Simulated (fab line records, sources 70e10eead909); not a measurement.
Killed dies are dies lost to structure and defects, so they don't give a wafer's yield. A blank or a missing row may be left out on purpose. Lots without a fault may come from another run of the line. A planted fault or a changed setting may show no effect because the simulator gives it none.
A struck lot beside a sound one | flow nand_harc | 42 steps out of a route of 1302
Sound: wafers L781.3, L781.5, L781.6. Struck: wafers L792.1, L792.5. The cause comes at the end.
At each step with rows: each side's tool, then ch and its chambers, then its first start. Under that, the readings that differ: sound wafers | struck wafers | difference of the means | sigmas: that difference in standard deviations of wafers without a fault.
alike: readings whose means differ by less than 2 such deviations, and words and numbers that are the same on both sides. not compared: withheld readings, readings that some wafer has no value for, bounds like >300 that may hide the same value, and numbers for which the record gives no deviation and whose values overlap.
The two part at a step that has a row with sigmas, a row that says differs or no value, or rows on one side only. Numbers that don't overlap but have no deviation are shown without sigmas and don't part them. A reading that every wafer of one side lacks parts them only if that side has two wafers or more.

first, 7 steps without rows for these wafers: NHARC_P_GATE_HMDS_52 (time 30 s); NHARC_P_GATE_COAT_53; NHARC_P_GATE_SOFTBAKE_54 (time 95 s); NHARC_P_GATE_EBR_55; NHARC_P_GATE_EXPOSE_56 (exposes mask P PSD, target cd 720 nm); NHARC_P_GATE_PEB_57 (peb time 85 s); NHARC_P_GATE_DEVELOP_58 (time 70 s).
NHARC_P_GATE_CD_MEAS_59: target cd 720 nm.
  sound on cd_sem-03 ch 0, day 6 16:34; struck on cd_sem-02 ch 0, day 11 17:28
  alike: cd_nm
then, 1 step without rows for these wafers: NHARC_P_GATE_HARDBAKE_60 (time 80 s).
NHARC_P_GATE_DESCUM_61: chemistry O2, time 3 s.
  sound on rie_diel-04 ch 2,3, day 6 16:44; struck on rie_diel-03 ch 1,3, day 11 17:40
  alike: drypump_motor_current_A, oes_product_au, rf_vpp_V, showerhead_plenum_p_Torr, throttle_valve_pct
  not compared: rf_hours_counter_h
then, 2 steps without rows for these wafers: NHARC_P_GATE_IMPLANT_62; NHARC_P_GATE_STRIP_112 (strips in N2/H2, time 200 s).
NHARC_P_GATE_STRIP_76: strips in O2.
  sound on plasma_asher-01 ch 0,1, day 6 17:22; struck on plasma_asher-01 ch 1, day 11 18:24
  alike: drypump_motor_current_A, heater_power_w
  not compared: rf_hours_counter_h
then, 9 steps without rows for these wafers: NHARC_P_GATE_STRIP_63 (strips in SPM, time 900 s); NHARC_P_GATE_DEHYDRATE_83 (time 120 s); NHARC_P_GATE_HMDS_84 (time 30 s); NHARC_P_GATE_COAT_85; NHARC_P_GATE_SOFTBAKE_86 (time 95 s); NHARC_P_GATE_EBR_87; NHARC_P_GATE_EXPOSE_88 (exposes mask P HVN, target cd 2000 nm); NHARC_P_GATE_PEB_89 (peb time 85 s); NHARC_P_GATE_DEVELOP_90 (time 70 s).
NHARC_P_GATE_CD_MEAS_91: target cd 2000 nm.
  sound on cd_sem-02 ch 0, day 6 18:10; struck on cd_sem-02 ch 0, day 11 19:19
  alike: cd_nm
then, 4 steps without rows for these wafers: NHARC_P_GATE_HARDBAKE_92 (time 80 s); NHARC_P_GATE_DESCUM_93 (chemistry O2, time 3 s); NHARC_P_GATE_IMPLANT_94; NHARC_P_GATE_STRIP_113 (strips in N2/H2, time 740 s).
NHARC_P_GATE_STRIP_95: strips in O2.
  sound on plasma_asher-01 ch 0,1, day 6 19:25; struck on plasma_asher-01 ch 0, day 11 20:34
  alike: drypump_motor_current_A, heater_power_w
  not compared: rf_hours_counter_h
then, 1 step without rows for these wafers: NHARC_P_GATE_STRIP_96 (strips in SPM, time 900 s).
NHARC_P_GATE_RTA_64: time 1 s.
  sound on rtp_anneal-02 ch 0, day 6 20:01; struck on rtp_anneal-01 ch 0, day 11 21:07
  reading             | sound          | struck    | difference | sigmas
  lamp_zone_4_pct (%) | 34.7 34.7 34.7 | 31.9 31.9 | -2.8       | -2
  alike: lamp_power_pct, wafer_temp_C_max
then, 1 step without rows for these wafers: NHARC_P_GATE_ETCH_77 (etches SiO2 in dHF, target depth 6 nm).
NHARC_P_GATE_DEGAS_109: time 60 s.
  sound on pvd_sputter-03, day 6 20:16; struck on pvd_sputter-01, day 11 21:25
  alike: heater_power_w
then, 6 steps without rows for these wafers: NHARC_P_GATE_PRE_CLEAN_110 (time 30 s); NHARC_P_GATE_SPUTTER_78 (material Ni, target thk 10 nm); NHARC_P_GATE_SPUTTER_79 (material TiN, target thk 10 nm); NHARC_P_GATE_RTA_80 (time 30 s); NHARC_P_GATE_STRIP_67 (strips in SPM, time 600 s); NHARC_P_GATE_RTA_82 (time 30 s).
NHARC_P_GATE_INSPECT_68:
  sound on defect_inspect-01, day 6 21:14; struck on defect_inspect-02, day 11 22:32
  reading          | sound       | struck   | difference | sigmas
  raw_defect_count | 270 258 185 | 981 1318 | +912       | +11
  not compared: hold
NHARC_P_CONTACT_DEP_30: deposits SiNx, target thk 30 nm.
  sound on pecvd-04 ch 0,1,2, day 6 21:18; struck on pecvd-03 ch 1,2, day 12 04:15
  reading | sound | struck                                            | difference                   | sigmas
  hold    | - - - | await_dispo/5.6h/release await_dispo/5.6h/release | no value on the sound wafers |
  alike: heater_power_w
NHARC_P_CONTACT_DEP_00: deposits SiO2, target thk 500 nm.
  sound on pecvd-04 ch 0,1,2; struck on pecvd-03 ch 1,2
  alike: heater_power_w, throttle_valve_pct
-- the record jumps here: 19 days lie between the struck wafers' starts before and after (it left off in module P_CONTACT and takes up again in module END, whose first step shown is number 1302 of the route) --
NHARC_END_SORT_01:
  sound on prober-01 ch 0, day 25 16:41; struck on prober-01 ch 0, day 31 07:54
  reading             | sound    | struck  | difference | sigmas
  killed_at_periphery | 4 7 3    | 95 84   | +85        | +35
  killed_dies         | 43 55 45 | 152 126 | +91        | +5
  alike: killed_at_array, killed_at_other, killed_open, killed_short

WHERE THEY PART
First at NHARC_P_GATE_RTA_64; last, within this record, at NHARC_END_SORT_01.

WHY: what the simulator had put in
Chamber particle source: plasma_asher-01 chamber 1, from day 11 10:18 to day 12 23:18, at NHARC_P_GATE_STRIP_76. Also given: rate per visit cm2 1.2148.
